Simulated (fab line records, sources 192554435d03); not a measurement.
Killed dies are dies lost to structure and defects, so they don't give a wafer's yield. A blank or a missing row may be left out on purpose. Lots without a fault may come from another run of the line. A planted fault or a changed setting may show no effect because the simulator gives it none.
A struck lot beside a sound one | flow n5_finfet | 37 steps out of a route of 1938
Sound: wafers L241.3, L241.5, L241.6. Struck: wafers L239.1, L239.3, L239.5. The cause comes at the end.
At each step with rows: each side's tool, then ch and its chambers, then its first start. Under that, the readings that differ: sound wafers | struck wafers | difference of the means | sigmas: that difference in standard deviations of wafers without a fault.
alike: readings whose means differ by less than 2 such deviations, and words and numbers that are the same on both sides. not compared: withheld readings, readings that some wafer has no value for, bounds like >300 that may hide the same value, and numbers for which the record gives no deviation and whose values overlap.
The two part at a step that has a row with sigmas, a row that says differs or no value, or rows on one side only. Numbers that don't overlap but have no deviation are shown without sigmas and don't part them. A reading that every wafer of one side lacks parts them only if that side has two wafers or more.

first, 9 steps without rows for these wafers: N5_BEOL_M4_ANNEAL_95 (time 240 s); N5_BEOL_M4_SPUTTER_96 (material Cu, target thk 4.5 nm, time 8.29 s); N5_BEOL_M4_ECD_50 (material Cu, target thk 300 nm); N5_BEOL_M4_ANNEAL_51 (time 90 s); N5_BEOL_M4_CMP_52 (polishes, stops on SiOC, t overpolish 6.8 s, target thk 40 nm); N5_BEOL_M4_PRE_CLEAN_60 (time 15 s); N5_BEOL_M4_CO_CAP_55 (material Co, precursor CCTBA/H2, target thk 2 nm, time 102.1 s); N5_BEOL_M4_PRE_CLEAN_56 (time 15 s); N5_BEOL_M4_DEP_57 (deposits SiCN from 3MS/NH3, target thk 8 nm, time 14 s).
N5_BEOL_M4_RC_MEAS_101:
  sound on prober-02 ch 0, day 14 15:12; struck on prober-01 ch 0, day 14 05:09
  alike: DIBL_N, DIBL_P, IOFF_N, IOFF_P, ION_N, ION_P, SS_N, SS_P, VT_N, VT_P
then, 24 steps without rows for these wafers: N5_BEOL_M5_ILD_DEP_00 (deposits SiCOH lowk from DEMS/porogen, target thk 140.64 nm, time 25.9 s); N5_BEOL_M5_CURE_79 (cures SiCOH lowk, time 240 s); N5_BEOL_M5_PECVD_70 (deposits SiO2 from TEOS/O2, target thk 16 nm, time 18 s); N5_BEOL_M5_HM_DEP_02 (deposits TiN, target thk 20 nm); N5_BEOL_M5_COAT_59 (time 60 s, resist thk 60 nm); N5_BEOL_M5_COAT_60 (time 60 s, resist thk 12 nm); N5_BEOL_M5_COAT_71 (time 60 s, resist thk 5 nm); N5_BEOL_M5_COAT_05 (resist thk 30 nm); N5_BEOL_M5_EBR_07; N5_BEOL_M5_SOFTBAKE_06 (time 60 s); N5_BEOL_M5_EXPOSE_08 (exposes mask M5, target cd 28 nm); N5_BEOL_M5_PEB_09 (peb time 60 s); N5_BEOL_M5_DEVELOP_10 (develop time 30 s); N5_BEOL_M5_DESCUM_16 (chemistry O2, time 7 s); N5_BEOL_M5_ETCH_72 (etches underlayer in N2/H2, target depth 6.5 nm, time 5.2 s); N5_BEOL_M5_ETCH_61 (etches SiARC in CF4, target depth 15.6 nm, time 26 s); N5_BEOL_M5_ETCH_62 (etches SOC in N2/H2, target depth 75 nm, overetch 15 nm, time 112.5 s); N5_BEOL_M5_STRIP_63 (strips in N2/H2); N5_BEOL_M5_STRIP_73 (strips in N2/H2); N5_BEOL_M5_STRIP_64 (strips in CF4); N5_BEOL_M5_HM_OPEN_17 (chemistry Cl2/BCl3, target TiN, target depth 20 nm, overetch 6 nm); N5_BEOL_M5_STRIP_19 (strips in O2); N5_BEOL_M5_COAT_65 (time 60 s, resist thk 60 nm); N5_BEOL_M5_COAT_66 (time 60 s, resist thk 12 nm).
-- the record jumps here: 3 days lie between the struck wafers' starts before and after (it left off in module BEOL_M5 and takes up again in module BEOL_M11, whose first step shown is number 1577 of the route) --
N5_BEOL_M11_STRIP_36: strips in N2/H2.
  sound on rie_diel-03 ch 0,1,3, day 17 06:16; struck on rie_diel-06 ch 1,2,3, day 16 18:29
  no value came back on the struck wafers for any of 9 readings (bias_power_w (W), chamber_pressure_mTorr (mTorr) and others); on the sound wafers bias_power_w (W) reads 7.022 6.938 6.958
  reading                                   | sound | struck       | difference | sigmas
  model.SOC_of_BEOL_M11_COAT_63.thk_nm (nm) | 0 0 0 | 92.6 92.6 92 | +92.4      |
  not compared: rf_hours_counter_h
N5_BEOL_M11_ETCH_41: etches SiCN in CH3F/O2, target depth 42.6 nm, time 86 s.
  sound on rie_diel-03 ch 0,1,3; struck on rie_diel-06 ch 1,2,3, day 16 18:34
  reading                                   | sound | struck         | difference | sigmas
  model.SOC_of_BEOL_M11_COAT_63.thk_nm (nm) | 0 0 0 | 65.4 65.6 63.4 | +64.8      |
  alike: drypump_motor_current_A, oes_product_au, rf_vpp_V, showerhead_plenum_p_Torr, throttle_valve_pct
  not compared: rf_hours_counter_h
N5_PASSIVATION_PROBE_49:
  sound on prober-01, day 19 04:13; struck on prober-02, day 18 14:25
  reading                  | sound          | struck         | difference | sigmas
  defect_limited_yield (%) | 91.5 89.2 91.1 | 0 0 0          | -91        | -65
  killed_at_M4_up          | 15 15 11       | 1110 1068 1047 | +1061      | +99 or more
  killed_dies              | 100 127 105    | 1180 1180 1180 | +1069      | +63
  killed_on_rim            | 21 16 15       | 152 152 152    | +135       | +35
  sort_bin_5_function (%)  | 4.9 5.6 4.7    | 96.7 95.2 95.1 | +90.6      | +91
  sort_n_pass              | 1080 1053 1075 | 0 0 0          | -1069      | -56
  sort_yield_pct (%)       | 91.5 89.2 91.1 | 0 0 0          | -91        | -57
  alike: killed_at_M0_to_M3, killed_at_contacts, killed_at_front_end, killed_at_other, killed_open, killed_short, sort_bin_6_memory

WHERE THEY PART
First at N5_BEOL_M11_STRIP_36; last, within this record, at N5_PASSIVATION_PROBE_49.

WHY: what the simulator had put in
Skipped step whole: rie_diel-06, from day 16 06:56 on, at N5_BEOL_M11_STRIP_36. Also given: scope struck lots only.
